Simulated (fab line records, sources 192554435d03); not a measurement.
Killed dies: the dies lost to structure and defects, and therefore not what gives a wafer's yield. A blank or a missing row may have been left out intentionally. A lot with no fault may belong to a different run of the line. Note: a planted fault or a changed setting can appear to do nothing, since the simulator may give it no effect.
Struck lot and sound lot, side by side + flow n5 finfet + 16 out of 1938 route steps
Sound: wafers L549.4, L549.5, L549.6. The struck wafers were L559.2, L559.3, L559.4. The cause comes at the end.
For every step that has rows: the tool of each side, followed by ch and its chambers, followed by its first start. Under that, the readings that differ: sound wafers + struck wafers + difference of the means + sigmas: that difference in standard deviations of wafers without a fault.
alike: words and numbers the same on both sides, and readings whose means are apart by under 2 such deviations; not compared: readings that were withheld, readings missing a value for some wafer, numbers with overlapping values and no deviation given by the record, and bounds like >300 which may hide the same value.
A row with sigmas, a row that says differs or no value, or rows on one side alone: a step with any of these is where the two part. Numbers that don't overlap but have no deviation are shown without sigmas and don't part them. A reading that every wafer of one side lacks parts them only if that side has two wafers or more.

N5_BEOL_M1_ANNEAL_95: time 240 s.
  sound on pvd sputter-03 at day 6 23:20; struck on pvd sputter-02 at day 9 08:43
| reading            | sound       | struck      | difference | sigmas |
|--------------------|-------------|-------------|------------|--------|
| heater power w (W) | 935 954 914 | 889 754 779 | -127       | -2     |
then, 2 steps without rows for these wafers: N5_BEOL_M1_SPUTTER_96 (material Cu, target thk 4.5 nm, time 8.29 s); N5_BEOL_M1_ECD_50 (material Cu, target thk 300 nm).
N5_BEOL_M1_ANNEAL_51: time 90 s.
  sound on rtp anneal-02 ch 0, day 6 23:48; struck on rtp anneal-02 ch 0, day 9 09:07
  alike: wafer_temp_C_max
N5_BEOL_M1_CMP_52: polishes, stops on SiOC, t overpolish 6.8 s, target thk 40 nm.
  sound on cmp-04 ch 2,3, day 6 23:58; struck on cmp-03 ch 1,2,3, day 9 09:22
| reading                | sound    | struck   | difference | sigmas |
|------------------------|----------|----------|------------|--------|
| time to endpoint s (s) | 70 71 68 | 59 63 60 | -9         | -2     |
  alike: barrier field endpoint s, clearing platen rpm, head pressure psi, motor current A, overpolish run s, slurry filter dp kPa
N5_BEOL_M1_THK_MEAS_53: measures by xrf.
  sound on film metro-01 at day 7 00:16; struck on film metro-01 at day 9 09:40
| reading     | sound          | struck         | difference | sigmas |
|-------------|----------------|----------------|------------|--------|
| M1_THK (nm) | 44.4 43.4 43.3 | 39.2 38.7 41.3 | -4.0       | -2     |
then, 1 step without rows for these wafers: N5_BEOL_M1_PRE_CLEAN_60 (time 15 s).
N5_BEOL_M1_CO_CAP_55: material Co, precursor CCTBA/H2, target thk 2 nm, time 102.1 s.
  sound on cvd co-01 ch 0,1,2, day 7 00:22; struck on cvd co-01 ch 0,1,2, day 9 09:44
  alike: chamber pressure Torr, heater power outer w, heater power w
then, 1 step without rows for these wafers: N5_BEOL_M1_PRE_CLEAN_56 (time 15 s).
N5_BEOL_M1_DEP_57: deposits SiCN from 3MS/NH3, target thk 8 nm, time 14 s.
  sound on pecvd-02 ch 0,1,2, day 7 00:28; struck on pecvd-04 ch 0,1,2, day 9 09:52
  alike: chamber pressure Torr, showerhead plenum p Torr, throttle valve pct
N5_BEOL_M1_RS_MEAS_58: a four-point-probe measurement.
  sound on film metro-02 at day 7 00:31; struck on film metro-01 at day 9 09:56
  alike: M1_RS
N5_BEOL_M1_INSPECT_59: inspects for defects (darkfield).
  sound on defect inspect-01 at day 7 00:32; struck on defect inspect-02 at day 9 09:57
  alike: raw defect count
N5_BEOL_M2_ILD_DEP_00: deposits SiOC from DEMS/O2, target thk 79 nm, time 15.3 s.
  sound on pecvd-02 ch 0,1,2, day 7 00:35; struck on pecvd-02 ch 0,1, day 9 09:59
| reading              | sound                | struck               | difference | sigmas |
|----------------------|----------------------|----------------------|------------|--------|
| susceptor temp C (C) | 350.08 349.68 350.10 | 345.21 344.70 344.62 | -5.11      | -26    |
  alike: chamber pressure Torr, heater power outer w, heater power w, showerhead plenum p Torr, throttle valve pct
N5_BEOL_M2_THK_MEAS_01:
  sound on film metro-02 at day 7 00:39; struck on film metro-01 at day 9 10:04
  alike: M2_ILD_THK
N5_BEOL_M4_RC_MEAS_101:
  sound on prober-02 ch 0, day 8 03:31; struck on prober-01 ch 0, day 10 17:18
  alike: DIBL_N, DIBL_P, IOFF_N, IOFF_P, ION_N, ION_P, SS_N, SS_P, VT_N, VT_P
-- the record jumps here: 5 days lie between the struck wafers' starts before and after (it left off in module BEOL_M4 and takes up again in module PASSIVATION, whose first step shown is number 1936 of the route) --
N5_PASSIVATION_PROBE_49:
  sound on prober-02 at day 12 14:33; struck on prober-01 at day 15 07:32
  alike: defect limited yield, killed_at_M0_to_M3, killed_at_M4_up, killed at contacts, killed at front end, killed at other, killed dies, killed open, killed short, sort_bin_5_function, sort_bin_6_memory, sort_bin_8_speed, sort n pass, sort yield pct

== WHERE THEY PART ==
Earliest at N5_BEOL_M1_ANNEAL_95; latest, in this record, at N5_BEOL_M2_ILD_DEP_00. Later steps at which nothing parts them and some readings are alike: N5_BEOL_M2_THK_MEAS_01, N5_BEOL_M4_RC_MEAS_101, N5_PASSIVATION_PROBE_49.

WHY: the cause the simulator had injected
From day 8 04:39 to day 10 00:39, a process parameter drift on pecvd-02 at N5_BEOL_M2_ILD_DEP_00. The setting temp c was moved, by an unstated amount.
